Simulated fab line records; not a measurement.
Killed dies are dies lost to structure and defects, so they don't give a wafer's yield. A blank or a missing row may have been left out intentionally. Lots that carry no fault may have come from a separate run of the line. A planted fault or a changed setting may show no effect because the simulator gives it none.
2 desks, one fault -- flow n5 finfet -- each desk holds nothing but its own numbers, with what lay behind them at the end

## FOR THE TOOL OWNER'S DESK: ald hk-01
The tool's own readings at N5_HKMG_FIN_HK_ALD_01 (deposits HfO2, target thk 1.6 nm, pulse time 3 s, purge time 3 s): means of the sampled wafers that have a number, for each lot that ran on this tool. A lot is out of limits, marked OUT, if its mean lies more than 4 standard deviations from the usual mean; the brackets give that distance.
Columns: A = precursor pulse height rel at N5_HKMG_FIN_HK_ALD_01, usual 0.999
lot,first seen here,A
L164,day 5 05:04,1.005
L172,day 7 07:03,0.991
L176,day 8 05:06,0.986
Result from this desk: across the 3 lots, nothing is out of limits.

## METROLOGY DESK
What the gauges read for every lot (on any tool): the sampled wafers with a number, averaged. A lot is out of limits, marked OUT, if its mean lies more than 4 standard deviations from the usual mean; the brackets give that distance. Shown are 7 of the 15 readings it has, namely the first that went out of limits plus those furthest out on some lot.
Columns: A = HK_THK at N5_HKMG_FIN_THK_MEAS_70, usual 1.571 nm; B = EOT_N at N5_BEOL_M4_RC_MEAS_101, usual 10.50; C = EOT_P at N5_BEOL_M4_RC_MEAS_101, usual 10.45; D = IGATE_N at N5_BEOL_M4_RC_MEAS_101, usual 0.0129 nA/um; E = IGATE_P at N5_BEOL_M4_RC_MEAS_101, usual 0.0039 nA/um; F = IOFF_P at N5_BEOL_M4_RC_MEAS_101, usual 0.21 nA/um; G = ION_N at N5_BEOL_M4_RC_MEAS_101, usual 671 uA/um
lot,first seen here,A,B,C,D,E,F,G
L164,day 5 08:43,1.575,10.49,10.42,0.0123,0.0036,0.22,685
L172,day 7 11:02,2.188 (+29) OUT,11.71 (+12) OUT,11.65 (+13) OUT,0.0073,0.0022,0.21,627
L176,day 8 08:30,2.210 (+30) OUT,11.96 (+15) OUT,11.79 (+15) OUT,0.0040 (-4.9) OUT,0.0012 (-4.9) OUT,0.34,666
L181,day 9 14:45,1.571,10.47,10.36,0.0142,0.0043,0.23,669
Per this desk, out of limits: L172, L176; the first was L172, day 7 11:02 (HK_THK at N5_HKMG_FIN_THK_MEAS_70). L164, L181 stayed within limits.

## TAKEN TOGETHER
L172, L176 would have let the metrology desk raise an alarm at day 7 11:02.
The desk of the tool owner found nothing out of limits.
Tool owner's desk: L172, L176 on record, inside its limits.
On ald hk-01, each named lot ran N5_HKMG_FIN_HK_ALD_01.

## WHAT HAD BEEN PUT IN BY THE SIMULATOR
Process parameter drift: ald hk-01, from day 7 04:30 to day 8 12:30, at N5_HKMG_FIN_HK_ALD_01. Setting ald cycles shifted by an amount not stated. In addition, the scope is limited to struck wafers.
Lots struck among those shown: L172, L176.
Hours from the fault's start to each desk's first reading out of limits: the metrology desk, 7.
